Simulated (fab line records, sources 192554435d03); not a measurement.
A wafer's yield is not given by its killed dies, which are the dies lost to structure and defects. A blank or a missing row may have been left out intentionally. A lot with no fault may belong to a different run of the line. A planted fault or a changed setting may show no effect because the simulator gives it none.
Which tool is to blame? / flow n5 finfet / 24 lots with 72 wafers sampled at 4 steps, on a route of 1938 steps

## WHAT THE GAUGES READ, wafer by wafer
N5_BEOL_M3_INSPECT_59: inspects for defects (darkfield).
lot=L074; measured=day 7 08:32; on=defect inspect-01; raw defect count=82 98 96
lot=L075; measured=day 7 12:08; on=defect inspect-02; raw defect count=57 84 55
lot=L076; measured=day 7 23:17; on=defect inspect-01; raw defect count=138 91 67
lot=L077; measured=day 8 03:59; on=defect inspect-02; raw defect count=48 55 52
lot=L078; measured=day 8 07:08; on=defect inspect-01; raw defect count=78 103 93
lot=L080; measured=day 8 17:40; on=defect inspect-02; raw defect count=69 62 80
lot=L079; measured=day 8 22:40; on=defect inspect-02; raw defect count=37 60 53
lot=L081; measured=day 9 08:52; on=defect inspect-02; raw defect count=35 43 53
lot=L082; measured=day 9 13:13; on=defect inspect-02; raw defect count=90 98 66
lot=L083; measured=day 9 14:24; on=defect inspect-01; raw defect count=66 76 42
lot=L084; measured=day 10 01:38; on=defect inspect-02; raw defect count=71 53 65
lot=L086; measured=day 10 18:39; on=defect inspect-02; raw defect count=90 116 108
lot=L085; measured=day 10 20:11; on=defect inspect-01; raw defect count=47 65 119
lot=L087; measured=day 10 21:52; on=defect inspect-02; raw defect count=62 74 90
lot=L089; measured=day 11 01:32; on=defect inspect-01; raw defect count=62 73 108
lot=L088; measured=day 11 08:49; on=defect inspect-01; raw defect count=90 50 48
lot=L090; measured=day 11 19:31; on=defect inspect-02; raw defect count=96 82 72
lot=L091; measured=day 12 01:01; on=defect inspect-02; raw defect count=86 83 135
lot=L093; measured=day 12 02:43; on=defect inspect-01; raw defect count=105 78 90
lot=L092; measured=day 12 03:35; on=defect inspect-01; raw defect count=64 39 41
lot=L094; measured=day 12 07:18; on=defect inspect-02; raw defect count=84 76 63
lot=L097; measured=day 13 00:04; on=defect inspect-01; raw defect count=68 64 98
lot=L095; measured=day 13 11:20; on=defect inspect-02; raw defect count=67 40 64
lot=L096; measured=day 13 13:10; on=defect inspect-01; raw defect count=69 61 58

N5_BEOL_M4_OVL_MEAS_29.
lot=L074; measured=day 7 10:20; on=overlay-01; V3_OVL (nm)=-0.1 -0.1 0.5
lot=L075; measured=day 7 17:26; on=overlay-02; V3_OVL (nm)=-0.2 0.3 -0.3
lot=L076; measured=day 8 01:44; on=overlay-01; V3_OVL (nm)=0.5 0.8 1.4
lot=L077; measured=day 8 05:35; on=overlay-02; V3_OVL (nm)=1.0 0.8 0.5
lot=L078; measured=day 8 12:11; on=overlay-02; V3_OVL (nm)=0.2 -0.4 -0.7
lot=L080; measured=day 8 20:19; on=overlay-01; V3_OVL (nm)=-0.8 0.0 0.8
lot=L079; measured=day 9 03:07; on=overlay-02; V3_OVL (nm)=1.0 0.8 1.3
lot=L081; measured=day 9 11:23; on=overlay-02; V3_OVL (nm)=-0.6 0.9 1.0
lot=L082; measured=day 9 15:22; on=overlay-01; V3_OVL (nm)=0.9 1.6 0.5
lot=L083; measured=day 9 16:42; on=overlay-01; V3_OVL (nm)=0.1 0.1 -0.9
lot=L084; measured=day 10 03:29; on=overlay-01; V3_OVL (nm)=-0.3 0.3 -0.7
lot=L086; measured=day 10 20:34; on=overlay-01; V3_OVL (nm)=-0.1 0.5 1.2
lot=L085; measured=day 10 23:04; on=overlay-01; V3_OVL (nm)=0.0 -0.4 0.5
lot=L087; measured=day 11 02:10; on=overlay-02; V3_OVL (nm)=-1.2 -0.2 -0.3
lot=L089; measured=day 11 03:11; on=overlay-01; V3_OVL (nm)=0.8 -0.4 1.0
lot=L088; measured=day 11 11:48; on=overlay-02; V3_OVL (nm)=1.2 0.4 0.3
lot=L090; measured=day 11 21:51; on=overlay-02; V3_OVL (nm)=0.6 0.3 0.8
lot=L091; measured=day 12 04:20; on=overlay-02; V3_OVL (nm)=-0.4 0.1 0.7
lot=L093; measured=day 12 04:49; on=overlay-01; V3_OVL (nm)=0.3 -0.8 1.0
lot=L092; measured=day 12 06:03; on=overlay-01; V3_OVL (nm)=0.4 -0.1 -0.3
lot=L094; measured=day 12 09:56; on=overlay-01; V3_OVL (nm)=-1.1 -0.4 0.0
lot=L097; measured=day 13 02:53; on=overlay-01; V3_OVL (nm)=0.5 -0.2 1.2
lot=L095; measured=day 13 13:32; on=overlay-02; V3_OVL (nm)=0.2 -0.4 0.0
lot=L096; measured=day 13 16:47; on=overlay-01; V3_OVL (nm)=-0.4 -0.4 -0.7

N5_BEOL_M4_INSPECT_30: inspects for defects (brightfield).
lot=L074; measured=day 7 10:23; on=defect inspect-02; raw defect count=603 433 548
lot=L075; measured=day 7 17:29; on=defect inspect-02; raw defect count=336 383 263
lot=L076; measured=day 8 01:47; on=defect inspect-02; raw defect count=531 355 453
lot=L077; measured=day 8 05:38; on=defect inspect-02; raw defect count=376 256 324
lot=L078; measured=day 8 12:14; on=defect inspect-01; raw defect count=350 395 317
lot=L080; measured=day 8 20:22; on=defect inspect-02; raw defect count=403 433 368
lot=L079; measured=day 9 03:10; on=defect inspect-02; raw defect count=381 573 461
lot=L081; measured=day 9 11:25; on=defect inspect-02; raw defect count=504 346 296
lot=L082; measured=day 9 15:25; on=defect inspect-02; raw defect count=348 349 396
lot=L083; measured=day 9 16:45; on=defect inspect-01; raw defect count=396 427 287
lot=L084; measured=day 10 03:33; on=defect inspect-02; raw defect count=396 277 374
lot=L086; measured=day 10 20:38; on=defect inspect-02; raw defect count=455 494 451
lot=L085; measured=day 10 23:07; on=defect inspect-01; raw defect count=505 410 464
lot=L087; measured=day 11 02:13; on=defect inspect-02; raw defect count=308 335 356
lot=L089; measured=day 11 03:15; on=defect inspect-02; raw defect count=424 431 430
lot=L088; measured=day 11 11:52; on=defect inspect-01; raw defect count=531 438 406
lot=L090; measured=day 11 21:54; on=defect inspect-01; raw defect count=555 458 465
lot=L091; measured=day 12 04:23; on=defect inspect-02; raw defect count=433 484 493
lot=L093; measured=day 12 04:52; on=defect inspect-02; raw defect count=443 409 419
lot=L092; measured=day 12 06:07; on=defect inspect-01; raw defect count=307 244 388
lot=L094; measured=day 12 09:59; on=defect inspect-02; raw defect count=313 340 338
lot=L097; measured=day 13 02:57; on=defect inspect-02; raw defect count=485 388 506
lot=L095; measured=day 13 13:35; on=defect inspect-01; raw defect count=405 336 324
lot=L096; measured=day 13 16:50; on=defect inspect-01; raw defect count=282 375 329

## WHICH TOOL RAN EACH LOT (tool, then ch and the chambers of the sampled wafers, then the start)
lot=L074; N5_BEOL_M4_HM_DEP_02=pvd sputter-03, day 7 08:55
lot=L075; N5_BEOL_M4_HM_DEP_02=pvd sputter-02, day 7 16:03
lot=L076; N5_BEOL_M4_HM_DEP_02=pvd sputter-02, day 8 00:14
lot=L077; N5_BEOL_M4_HM_DEP_02=pvd sputter-02, day 8 04:11
lot=L078; N5_BEOL_M4_HM_DEP_02=pvd sputter-02, day 8 10:45
lot=L080; N5_BEOL_M4_HM_DEP_02=pvd sputter-01, day 8 18:42
lot=L079; N5_BEOL_M4_HM_DEP_02=pvd sputter-01, day 9 01:22
lot=L081; N5_BEOL_M4_HM_DEP_02=pvd sputter-01, day 9 10:02
lot=L082; N5_BEOL_M4_HM_DEP_02=pvd sputter-01, day 9 13:26
lot=L083; N5_BEOL_M4_HM_DEP_02=pvd sputter-03, day 9 15:07
lot=L084; N5_BEOL_M4_HM_DEP_02=pvd sputter-03, day 10 01:50
lot=L086; N5_BEOL_M4_HM_DEP_02=pvd sputter-02, day 10 19:01
lot=L085; N5_BEOL_M4_HM_DEP_02=pvd sputter-01, day 10 21:36
lot=L087; N5_BEOL_M4_HM_DEP_02=pvd sputter-01, day 11 00:29
lot=L089; N5_BEOL_M4_HM_DEP_02=pvd sputter-01, day 11 01:53
lot=L088; N5_BEOL_M4_HM_DEP_02=pvd sputter-01, day 11 10:06
lot=L090; N5_BEOL_M4_HM_DEP_02=pvd sputter-03, day 11 20:25
lot=L091; N5_BEOL_M4_HM_DEP_02=pvd sputter-01, day 12 02:30
lot=L093; N5_BEOL_M4_HM_DEP_02=pvd sputter-01, day 12 03:08
lot=L092; N5_BEOL_M4_HM_DEP_02=pvd sputter-01, day 12 04:00
lot=L094; N5_BEOL_M4_HM_DEP_02=pvd sputter-01, day 12 08:17
lot=L097; N5_BEOL_M4_HM_DEP_02=pvd sputter-01, day 13 01:20
lot=L095; N5_BEOL_M4_HM_DEP_02=pvd sputter-02, day 13 12:03
lot=L096; N5_BEOL_M4_HM_DEP_02=pvd sputter-01, day 13 15:10
- N5_BEOL_M4_HM_DEP_02: deposits TiN, target thk 20 nm.

## AS READ BY THE TOOLS THEMSELVES (means over the sampled wafers that have a number; for cases with no such wafer, the mark the record gives instead)
N5_BEOL_M4_HM_DEP_02.
lot=L074; tool=pvd sputter-03; throttle valve pct (%)=29.9
lot=L075; tool=pvd sputter-02; throttle valve pct (%)=30.2
lot=L076; tool=pvd sputter-02; throttle valve pct (%)=30.2
lot=L077; tool=pvd sputter-02; throttle valve pct (%)=30.5
lot=L078; tool=pvd sputter-02; throttle valve pct (%)=30.2
lot=L080; tool=pvd sputter-01; throttle valve pct (%)=29.4
lot=L079; tool=pvd sputter-01; throttle valve pct (%)=29.4
lot=L081; tool=pvd sputter-01; throttle valve pct (%)=30.5
lot=L082; tool=pvd sputter-01; throttle valve pct (%)=28.9
lot=L083; tool=pvd sputter-03; throttle valve pct (%)=30.7
lot=L084; tool=pvd sputter-03; throttle valve pct (%)=30.0
lot=L086; tool=pvd sputter-02; throttle valve pct (%)=30.5
lot=L085; tool=pvd sputter-01; throttle valve pct (%)=29.3
lot=L087; tool=pvd sputter-01; throttle valve pct (%)=28.2
lot=L089; tool=pvd sputter-01; throttle valve pct (%)=29.6
lot=L088; tool=pvd sputter-01; throttle valve pct (%)=29.4
lot=L090; tool=pvd sputter-03; throttle valve pct (%)=29.9
lot=L091; tool=pvd sputter-01; throttle valve pct (%)=28.8
lot=L093; tool=pvd sputter-01; throttle valve pct (%)=30.1
lot=L092; tool=pvd sputter-01; throttle valve pct (%)=29.9
lot=L094; tool=pvd sputter-01; throttle valve pct (%)=29.5
lot=L097; tool=pvd sputter-01; throttle valve pct (%)=29.9
lot=L095; tool=pvd sputter-02; throttle valve pct (%)=28.1
lot=L096; tool=pvd sputter-01; throttle valve pct (%)=29.2

## THE ANSWER, worked out from the rows above alone
Rule: usual is defined by the lots themselves. Put in order of their means at a reading, lots are off if they are a third of the lots or fewer, leave a main group of 4 or more, and stand apart from it by a gap of 3 or more times the standard deviation of the main group's means; of several such gaps the widest counts. The tables above print the reading to a certain number of digits; a main group whose means all agree to those digits is not used. A lot without any number at a reading at which 4 lots or more have one is off too. Any other lot the step has rows for is counted as sound. Order of review: gauges by route order, followed by the tools' own readings, for which a lot's mean as printed above is used. The first step at which some lot is off is used, and at that step the reading that is off furthest; a lot without a number counts as furthest.
None of the lots is off at any reading shown; this tells nothing.

## WHAT HAD BEEN PUT IN BY THE SIMULATOR
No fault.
